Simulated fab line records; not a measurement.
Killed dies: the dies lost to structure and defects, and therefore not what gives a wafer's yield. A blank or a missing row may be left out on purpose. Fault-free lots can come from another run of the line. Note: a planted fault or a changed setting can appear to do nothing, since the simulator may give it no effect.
A lot that was struck, set against a sound lot || flow nand_harc || 15 steps out of a route of 1159
Sound: the wafers L859.2, L859.3, L859.4. The struck wafers were L863.2, L863.5. The cause comes at the end.
At each step with rows: each side's tool, then ch and its chambers, then its first start. Under that, the readings that differ: sound wafers || struck wafers || difference of the means || sigmas: that difference in standard deviations of wafers without a fault.
alike: readings with means less than 2 such deviations apart, plus words and numbers identical on both sides. not compared: withheld readings, readings lacking a value on some wafer, bounds such as >300 that could conceal the same value, and numbers that have no deviation in the record and whose values overlap.
Wherever a step has rows on one side only, a row that says differs or no value, or a row with sigmas, the two part there. When numbers do not overlap yet have no deviation, they are printed without sigmas and do not part them. Lack of a reading on every wafer of one side parts them only where that side has two or more wafers.

first, 1 step without rows for these wafers: NHARC_A_ONON_D1_DEP_12 (target thk 1000 nm).
NHARC_A_ONON_D1_THK_MEAS_14: measures by ellipsometry.
  sound on film_metro-02, day 8 16:39; struck on film_metro-01, day 9 16:28
  alike: thk_nm
then, 2 steps without rows for these wafers: NHARC_A_ONON_D1_ANNEAL_15 (time 3600 s); NHARC_A_ONON_D1_DEP_16 (target thk 1000 nm).
NHARC_A_ONON_D1_THK_MEAS_18: measures by ellipsometry.
  sound on film_metro-02, day 8 23:44; struck on film_metro-02, day 9 23:34
  alike: thk_nm
then, 1 step without rows for these wafers: NHARC_A_ONON_D1_DEP_19 (target thk 1000 nm).
NHARC_A_ONON_D1_THK_MEAS_21: measures by ellipsometry.
  sound on film_metro-02, day 9 00:18; struck on film_metro-02, day 10 00:07
  alike: thk_nm
then, 1 step without rows for these wafers: NHARC_A_ONON_D1_DEP_22 (target thk 1000 nm).
NHARC_A_ONON_D1_THK_MEAS_24: measures by ellipsometry.
  sound on film_metro-02, day 9 00:52; struck on film_metro-01, day 10 00:43
  alike: thk_nm
then, 1 step without rows for these wafers: NHARC_A_ONON_D1_DEP_25 (target thk 1000 nm).
NHARC_A_ONON_D1_THK_MEAS_27: measures by ellipsometry.
  sound on film_metro-01, day 9 01:26; struck on film_metro-02, day 10 01:17
  alike: thk_nm
NHARC_A_ONON_D1_DEP_28: target thk 1000 nm.
  sound on pecvd_onon-02 ch 0, day 9 01:34; struck on pecvd_onon-02 ch 0, day 10 01:24
NHARC_A_ONON_D1_THK_MEAS_30: measures by ellipsometry.
  sound on film_metro-02, day 9 02:01; struck on film_metro-01, day 10 01:51
{"reading": "thk_nm (nm)", "sound": "988 987 989", "struck": "1544 1541", "difference": "+554", "sigmas": "+60"}
NHARC_A_ONON_D1_DEP_33: deposits SiO2, target thk 200 nm.
  sound on pecvd-02 ch 0,1,2, day 9 02:07; struck on pecvd-02 ch 1,2, day 10 02:00
  alike: heater_power_w, throttle_valve_pct
  not compared: since_wet_clean_h
-- the record jumps here: 11 days lie between the struck wafers' starts before and after (it left off in module A_ONON_D1 and takes up again in module END, whose first step shown is number 1159 of the route) --
NHARC_END_SORT_01:
  at this point the record logs the struck wafers (prober-01 ch 0, day 21 04:05) and has no rows for the sound ones

WHERE THEY PART
At NHARC_A_ONON_D1_THK_MEAS_30 first; at NHARC_END_SORT_01 last (within this record only).

WHY: what the simulator had put in
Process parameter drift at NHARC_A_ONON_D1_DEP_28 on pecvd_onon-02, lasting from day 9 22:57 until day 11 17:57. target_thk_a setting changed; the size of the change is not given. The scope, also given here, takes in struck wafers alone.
